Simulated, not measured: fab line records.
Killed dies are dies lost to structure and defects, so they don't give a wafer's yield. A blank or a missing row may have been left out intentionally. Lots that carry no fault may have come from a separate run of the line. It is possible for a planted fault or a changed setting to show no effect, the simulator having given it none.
A struck lot beside a sound one    flow n5Finfet    14 out of 1938 route steps
Sound: the wafers L465.1, L465.4, L465.5. Struck: wafers L477.1, L477.3. (L477.4 of the same lot was not struck and is left out.) The cause comes at the end.
Per side, at each step with rows, come the tool, then ch with its chambers, and then its first start. Under that, the readings that differ: sound wafers    struck wafers    difference of the means    sigmas: that difference in standard deviations of wafers without a fault.
alike: readings whose means differ by less than 2 such deviations, and words and numbers that are the same on both sides. not compared: withheld readings, readings that some wafer has no value for, bounds like >300 that may hide the same value, and numbers for which the record gives no deviation and whose values overlap.
The two part at a step that has a row with sigmas, a row that says differs or no value, or rows on one side only. Numbers that don't overlap but have no deviation are shown without sigmas and don't part them. A reading that every wafer of one side lacks parts them only if that side has two wafers or more.

N5_BEOL_M15_STRIP_36: strips in O2.
  sound on rieDiel-01 ch 2,3, day 12 09:28; struck on rieDiel-03 ch 0,3, day 14 22:31
  alike: drypumpMotorCurrentA, o2FlowSccm, oesProductAu, rfVppV, showerheadPlenumPTorr, throttleValvePct
  not compared: rfHoursCounterH
then, 5 steps without rows for these wafers: N5_BEOL_M15_STRIP_62 (strips in O2); N5_BEOL_M15_STRIP_37 (strips in O2); N5_BEOL_M15_ETCH_38 (etches SiCN in CF4/N2, target depth 106.4 nm, time 120.5 s); N5_BEOL_M15_PRECLEAN_39 (cleans in residue remover, time 60 s); N5_BEOL_M15_SRD_40 (time 30 s, dry time 30 s).
N5_BEOL_M15_DEGAS_41: time 60 s.
  sound: pvdSputter-03 at day 12 10:53; struck: pvdSputter-02 at day 14 23:14
reading           sound        struck   difference  sigmas
heaterPowerW (W)  436 364 443  547 543  +131        +2
N5_BEOL_M15_PRE_CLEAN_42: time 30 s.
  sound: pvdSputter-03 at day 12 10:55; struck: pvdSputter-02 at day 14 23:16
reading           sound        struck   difference  sigmas
heaterPowerW (W)  430 359 434  548 556  +144        +3
then, 1 step without rows for these wafers: N5_BEOL_M15_SPUTTER_43 (material TaN, target thk 15 nm, time 24.19 s).
N5_BEOL_M15_SPUTTER_44: material Ta, target thk 15 nm, time 24.19 s.
  sound: pvdSputter-03 at day 12 11:02; struck: pvdSputter-02 at day 14 23:23
  alike: chamberPressurePa, throttleValvePct
N5_BEOL_M15_SPUTTER_45: material Cu, target thk 100 nm, time 16.67 s.
  sound: pvdSputter-03 at day 12 11:07; struck: pvdSputter-02 at day 14 23:28
  alike: chamberPressurePa, chuckGasFlowSccm, throttleValvePct
N5_BEOL_M15_ECD_47: material Cu, target thk 1860 nm.
  sound on ecdCu-02 ch 0,1, day 12 11:14; struck on ecdCu-02 ch 0,1, day 14 23:35
reading                                 sound           struck     difference  sigmas
model.Cu_of_BEOL_M15_ECD_47.thkNm (nm)  1858 1859 1844  2421 2438  +576        
then, 1 step without rows for these wafers: N5_BEOL_M15_ANNEAL_48 (time 90 s).
N5_PASSIVATION_PROBE_49:
  sound: prober-01 at day 13 05:15; struck: prober-02 at day 15 13:15
reading             sound     struck  difference  sigmas
killed_at_M0_to_M3  52 45 52  13 37   -25         -2
killedOpen          68 80 69  34 61   -25         -2
  alike: defectLimitedYield, killed_at_M4_up, killedAtContacts, killedAtFrontEnd, killedAtOther, killedDies, killedShort, sort_bin_4_leakage, sort_bin_5_function, sort_bin_6_memory, sortNPass, sortYieldPct

WHERE THEY PART
First at N5_BEOL_M15_DEGAS_41; last, within this record, at N5_PASSIVATION_PROBE_49.

WHY: whatever the simulator had introduced
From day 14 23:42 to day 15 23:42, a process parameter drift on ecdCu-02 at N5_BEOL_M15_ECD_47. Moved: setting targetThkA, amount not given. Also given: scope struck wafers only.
